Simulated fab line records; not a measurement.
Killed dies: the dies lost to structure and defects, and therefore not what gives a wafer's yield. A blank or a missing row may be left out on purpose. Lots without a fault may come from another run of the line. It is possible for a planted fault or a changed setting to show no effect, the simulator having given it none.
A struck lot beside a sound one | flow n5 finfet | 31 out of 1938 route steps
Sound: the wafers L164.1, L164.3, L164.5. Struck: wafer L174.3. (L174.1, L174.5 of the same lot were not struck and are left out.) The cause comes at the end.
Each step with rows lists, per side, the tool, then ch with its chambers, then its first start. Under that, the readings that differ: sound wafers | struck wafers | difference of the means | sigmas: that difference in standard deviations of wafers without a fault.
alike: same words and numbers on both sides, and readings whose means sit less than 2 such deviations apart. not compared: any withheld reading, any reading some wafer has no value for, any bound like >300 that may hide the same value, and any number with overlapping values for which the record gives no deviation.
The two part at a step that has a row with sigmas, a row that says differs or no value, or rows on one side only. When numbers do not overlap yet have no deviation, they are printed without sigmas and do not part them. A reading missing from all wafers of one side parts the sides only when that side holds two or more wafers.

first, 5 steps without rows for these wafers: N5_MIM_BOT_LITHO_SOFTBAKE_03 (time 90 s); N5_MIM_BOT_LITHO_EXPOSE_05 (exposes mask MIM BOT); N5_MIM_BOT_LITHO_PEB_06; N5_MIM_BOT_LITHO_DEVELOP_07 (develop time 60 s); N5_MIM_BOT_LITHO_HARDBAKE_09 (time 120 s).
N5_MIM_BOT_LITHO_CD_MEAS_08: the cd target is 3000 nm.
  sound on cd sem-02 ch 0, day 13 12:11; struck on cd sem-03 ch 0, day 16 02:56
  alike: cd nm
N5_MIM_BOT_LITHO_OVL_MEAS_11:
  sound on overlay-01 ch 0, day 13 12:13; struck on overlay-02 ch 0, day 16 02:58
  alike: MIM_BOT_OVL
N5_MIM_BOT_LITHO_INSPECT_12: inspects for defects (macro).
  sound on defect inspect-01 at day 13 12:14; struck on defect inspect-02 at day 16 02:59
  alike: raw defect count
N5_MIM_BOT_LITHO_DESCUM_10: chemistry O2, time 7.9 s.
  sound on rie diel-04 ch 0,3, day 13 12:16; struck on rie diel-06 ch 3, day 16 03:02
  alike: drypump motor current A, o2 flow sccm, oes product au, rf vpp V, showerhead plenum p Torr, throttle valve pct
  not compared: rf hours counter h
N5_MIM_BOT_ETCH_ETCH_04: etches SiNx in CF4/O2, target depth 26 nm, time 13 s.
  sound on rie diel-04 ch 0,3, day 13 12:20; struck on rie diel-06 ch 3, day 16 03:05
  alike: drypump motor current A, oes_o_777_au, oes product au, rf vpp V, showerhead plenum p Torr, throttle valve pct
  not compared: rf hours counter h
N5_MIM_BOT_ETCH_ETCH_03: etches the open film in Cl2/BCl3, target depth 12 nm.
  sound on rie metal-02 ch 1, day 13 12:25; struck on rie metal-01 ch 1, day 16 03:11
  reading                | sound             | struck | difference | sigmas
  oes product au (a.u.)  | 0.77 0.76 0.76    | 0.84   | +0.08      | +2
  throttle valve pct (%) | 27.49 27.51 27.49 | 28.12  | +0.62      | +3
  alike: drypump motor current A, he backside leak sccm
  not compared: rf hours counter h
N5_MIM_BOT_ETCH_ETCH_00: etches TiN in Cl2/BCl3, target depth 45.5 nm.
  sound on rie metal-02 ch 1, day 13 12:31; struck on rie metal-01 ch 1, day 16 03:16
  reading                | sound             | struck | difference | sigmas
  oes product au (a.u.)  | 0.77 0.77 0.77    | 0.85   | +0.08      | +2
  throttle valve pct (%) | 21.89 21.90 21.91 | 22.22  | +0.32      | +2
  alike: drypump motor current A, he backside leak sccm
  not compared: rf hours counter h
N5_MIM_BOT_ETCH_STRIP_01: strips in O2.
  sound on rie diel-06 ch 0,1,2, day 13 12:39; struck on rie diel-01 ch 3, day 16 03:31
  reading             | sound             | struck | difference | sigmas
  o2 flow sccm (sccm) | 226.1 225.6 224.7 | 223.7  | -1.8       | -3
  alike: drypump motor current A, oes product au, rf vpp V, showerhead plenum p Torr, throttle valve pct
  not compared: rf hours counter h
then, 13 steps without rows for these wafers: N5_MIM_BOT_ETCH_STRIP_02 (strips in post etch residue remover, time 1200 s); N5_MIM_BOT_ETCH_CLEAN_05 (cleans in IPA, time 180 s); N5_MIM_BOT_ETCH_SRD_06 (time 30 s); N5_PASSIVATION_PECVD_55 (deposits SiO2 from SiH4/N2O, target thk 400 nm, time 22.5 s); N5_PASSIVATION_PECVD_01 (deposits SiNx from SiH4/NH3/N2, target thk 200 nm, time 43.2 s); N5_PASSIVATION_HMDS_03 (time 60 s); N5_PASSIVATION_COAT_04; N5_PASSIVATION_EBR_06; N5_PASSIVATION_SOFTBAKE_05 (time 90 s); N5_PASSIVATION_EXPOSE_07 (exposes mask TV, defocus 0 nm, target cd 3000 nm); N5_PASSIVATION_PEB_08; N5_PASSIVATION_DEVELOP_09 (develop time 60 s); N5_PASSIVATION_HARDBAKE_11 (time 120 s).
N5_PASSIVATION_CD_MEAS_10: the cd target is 3000 nm.
  sound on cd sem-02 ch 0, day 13 13:43; struck on cd sem-01 ch 0, day 16 05:56
  alike: cd nm
N5_PASSIVATION_OVL_MEAS_60:
  sound on overlay-02 ch 0, day 13 13:45; struck on overlay-02 ch 0, day 16 05:58
  alike: TV_OVL
N5_PASSIVATION_INSPECT_61: inspects for defects (macro).
  sound on defect inspect-01 at day 13 13:47; struck on defect inspect-01 at day 16 05:59
  reading          | sound | struck | difference | sigmas
  raw defect count | 2 3 0 | >300   | differs    |
N5_PASSIVATION_DESCUM_12: chemistry O2, time 7.9 s.
  sound on rie diel-05 ch 0,2, day 13 13:56; struck on rie diel-03 ch 0, day 16 06:01
  reading                | sound             | struck | difference | sigmas
  o2 flow sccm (sccm)    | 224.9 226.1 224.2 | 223.7  | -1.4       | -2
  oes product au (a.u.)  | 0.98 0.78 0.98    | 0.77   | -0.14      | -2
  throttle valve pct (%) | 19.91 20.32 19.91 | 20.59  | +0.54      | +2
  alike: drypump motor current A, rf vpp V, showerhead plenum p Torr
  not compared: rf hours counter h
N5_PASSIVATION_PROBE_49:
  sound on prober-01 at day 13 21:14; struck on prober-01 at day 16 13:24
  reading                  | sound          | struck | difference | sigmas
  defect limited yield (%) | 89.5 89.8 91.0 | 85.7   | -4.4       | -3
  killed at other          | 20 13 8        | 89     | +75        | +24
  killed dies              | 124 120 106    | 169    | +52        | +3
  killed on rim            | 10 18 10       | 32     | +19        | +5
  killed short             | 47 40 35       | 24     | -17        | -2
  sort_bin_5_function (%)  | 6.6 6.2 5.3    | 9.1    | +3.1       | +3
  sort n pass              | 1056 1060 1074 | 1011   | -52        | -3
  sort yield pct (%)       | 89.5 89.8 91.0 | 85.7   | -4.4       | -3
  alike: killed_at_M0_to_M3, killed_at_M4_up, killed at contacts, killed at front end, killed open, sort_bin_6_memory

WHERE THEY PART
Last at N5_PASSIVATION_PROBE_49 as far as this record goes, first at N5_MIM_BOT_ETCH_ETCH_03.

WHY: what had been put in by the simulator
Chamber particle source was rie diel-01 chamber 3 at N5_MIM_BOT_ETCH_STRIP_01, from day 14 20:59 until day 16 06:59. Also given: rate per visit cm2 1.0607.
